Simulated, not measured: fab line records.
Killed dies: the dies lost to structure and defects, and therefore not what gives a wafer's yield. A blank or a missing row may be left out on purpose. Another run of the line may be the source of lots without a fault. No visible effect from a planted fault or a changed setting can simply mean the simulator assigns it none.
A lot that was struck, set against a sound lot / flow nand harc / 42 out of 1159 route steps
Sound: the wafers L827.1, L827.5, L827.6. Wafers struck: L840.1, L840.3, L840.6. At the end, the cause is stated.
Per side, at each step with rows, come the tool, then ch with its chambers, and then its first start. Under that, the readings that differ: sound wafers / struck wafers / difference of the means / sigmas: that difference in standard deviations of wafers without a fault.
alike: readings whose means differ by less than 2 such deviations, and words and numbers that are the same on both sides. not compared: withheld readings, readings that some wafer has no value for, bounds like >300 that may hide the same value, and numbers for which the record gives no deviation and whose values overlap.
Wherever a step has rows on one side only, a row that says differs or no value, or a row with sigmas, the two part there. Numbers that don't overlap but have no deviation are shown without sigmas and don't part them. A reading missing from all wafers of one side parts the sides only when that side holds two or more wafers.

first, 4 steps without rows for these wafers: NHARC_A_CONTACT_ETCH_48 (etches the open film in CF4, target depth 39 nm, time 65 s); NHARC_A_CONTACT_ETCH_49 (etches the open film in N2/H2, target depth 260 nm, time 475.3 s); NHARC_A_CONTACT_ETCH_50 (etches the open film in CF4/CHF3, target depth 84.7 nm, time 42.4 s); NHARC_A_CONTACT_ETCH_51 (etches the open film in O2/COS, target depth 3600 nm, time 936 s).
NHARC_A_CONTACT_ETCH_111: etches the open film in C4F8/O2/Ar, time 140 s, target depth 700 nm.
  sound on har cap etch-03 ch 0,1, day 16 16:41; struck on har cap etch-03 ch 0,1, day 19 20:07
  alike: chamber pressure mTorr
  not compared: rf hours counter h
NHARC_A_CONTACT_ETCH_112: etches the open film in C4F8/O2/Ar, time 94 s, target depth 922 nm.
  sound on har cap etch-03 ch 0,1, day 16 16:52; struck on har cap etch-03 ch 0,1, day 19 20:18
  alike: chamber pressure mTorr
  not compared: rf hours counter h
then, 3 steps without rows for these wafers: NHARC_A_CONTACT_ETCH_113 (etches the open film in C4F8/O2/Ar, time 94 s, target depth 922 nm); NHARC_A_CONTACT_ETCH_114 (etches the open film in C4F8/O2/Ar, time 94 s, target depth 922 nm); NHARC_A_CONTACT_ETCH_115 (etches the open film in C4F8/O2/Ar, time 94 s, target depth 922 nm).
NHARC_A_CONTACT_ETCH_116: etches the open film in C4F8/O2/Ar, time 94 s, target depth 922 nm.
  sound on har cap etch-03 ch 0,1, day 16 17:14; struck on har cap etch-03 ch 0,1, day 19 20:40
  alike: chamber pressure mTorr
  not compared: rf hours counter h
then, 2 steps without rows for these wafers: NHARC_A_CONTACT_ETCH_117 (etches the open film in C4F8/O2/Ar, time 94 s, target depth 922 nm); NHARC_A_CONTACT_ETCH_118 (etches the open film in C4F8/O2/Ar, time 94 s, target depth 922 nm).
NHARC_A_CONTACT_ETCH_119: etches the open film in C4F8/O2/Ar, time 94 s, target depth 922 nm.
  sound on har cap etch-03 ch 0,1, day 16 17:30; struck on har cap etch-03 ch 0,1, day 19 20:56
  alike: chamber pressure mTorr
  not compared: rf hours counter h
then, 5 steps without rows for these wafers: NHARC_A_CONTACT_ETCH_120 (etches the open film in C4F8/O2/Ar, time 94 s, target depth 922 nm); NHARC_A_CONTACT_ETCH_121 (etches the open film in C4F8/O2/Ar, time 94 s, target depth 922 nm); NHARC_A_CONTACT_ETCH_122 (etches the open film in C4F8/O2/Ar, time 95 s, target depth 930 nm); NHARC_A_CONTACT_ETCH_123 (etches the open film in C4F8/O2/Ar, time 253 s, target depth 1090 nm); NHARC_A_CONTACT_ETCH_90 (etches the open film in CH3F/O2, target depth 40 nm, time 85.7 s).
NHARC_A_CONTACT_ETCH_96: etches the open film in C4F6/O2, target depth 20 nm, time 10 s.
  sound: rie diel-11 ch 0,1; struck: rie diel-11 ch 1,2
reading=oes product au (a.u.); sound=0.984 0.986 1.002; struck=0.917 0.949 0.913; difference=-0.064; sigmas=-2
  alike: bias w, chamber pressure mTorr, drypump motor current A, rf vpp V, showerhead plenum p Torr, throttle valve pct
  not compared: rf hours counter h
NHARC_A_CONTACT_CD_MEAS_53:
  sound: cd sem-01 at day 16 18:41; struck: cd sem-03 at day 19 22:06
  alike: cd nm
then, 7 steps without rows for these wafers: NHARC_A_CONTACT_STRIP_99 (strips in N2/H2); NHARC_A_CONTACT_STRIP_100 (strips in CF4/CHF3); NHARC_A_CONTACT_STRIP_101 (strips in O2/COS); NHARC_A_CONTACT_ETCH_102 (etches the open film in CF4/O2, target depth 70 nm, overetch 7 nm, time 38.5 s); NHARC_A_CONTACT_STRIP_55 (strips in O2); NHARC_A_CONTACT_STRIP_56 (strips in post etch residue remover, time 600 s); NHARC_A_CONTACT_DEP_57 (deposits aC, target thk 2800 nm).
NHARC_A_CONTACT_DEP_58: deposits SiON, target thk 60 nm.
  sound on pecvd-03 ch 1,2, day 16 21:53; struck on pecvd-01 ch 0,1,2, day 20 01:12
  alike: heater power w
  not compared: since wet clean h
then, 10 steps without rows for these wafers: NHARC_A_CONTACT_DEHYDRATE_59 (time 120 s); NHARC_A_CONTACT_HMDS_60 (time 30 s); NHARC_A_CONTACT_COAT_61 (time 75 s); NHARC_A_CONTACT_COAT_62 (time 65 s); NHARC_A_CONTACT_COAT_63 (resist thk 90 nm); NHARC_A_CONTACT_SOFTBAKE_64 (time 55 s); NHARC_A_CONTACT_EBR_65; NHARC_A_CONTACT_EXPOSE_66 (exposes mask A CC 2); NHARC_A_CONTACT_PEB_67 (peb time 65 s); NHARC_A_CONTACT_DEVELOP_68 (develop time 35 s).
NHARC_A_CONTACT_CD_MEAS_69: target cd 200 nm.
  sound on cd sem-03 ch 0, day 16 22:37; struck on cd sem-01 ch 0, day 20 01:55
  alike: cd nm
NHARC_A_CONTACT_OVL_MEAS_70:
  sound: overlay-02 at day 16 22:42; struck: overlay-01 at day 20 02:01
  alike: overlay x nm, overlay y nm
then, 1 step without rows for these wafers: NHARC_A_CONTACT_DESCUM_74 (chemistry O2, time 3 s).
-- record jumps: 2 days between struck wafers' starts before vs after; left off in module A_CONTACT, resumes in module END, first step shown is number 1159 of the route --
NHARC_END_SORT_01:
  the record has rows for the struck wafers here (prober-02 ch 0, day 22 11:22) and none for the sound ones

WHERE THEY PART
Earliest at NHARC_A_CONTACT_ETCH_96; latest, in this record, at NHARC_END_SORT_01.

WHY: whatever the simulator had introduced
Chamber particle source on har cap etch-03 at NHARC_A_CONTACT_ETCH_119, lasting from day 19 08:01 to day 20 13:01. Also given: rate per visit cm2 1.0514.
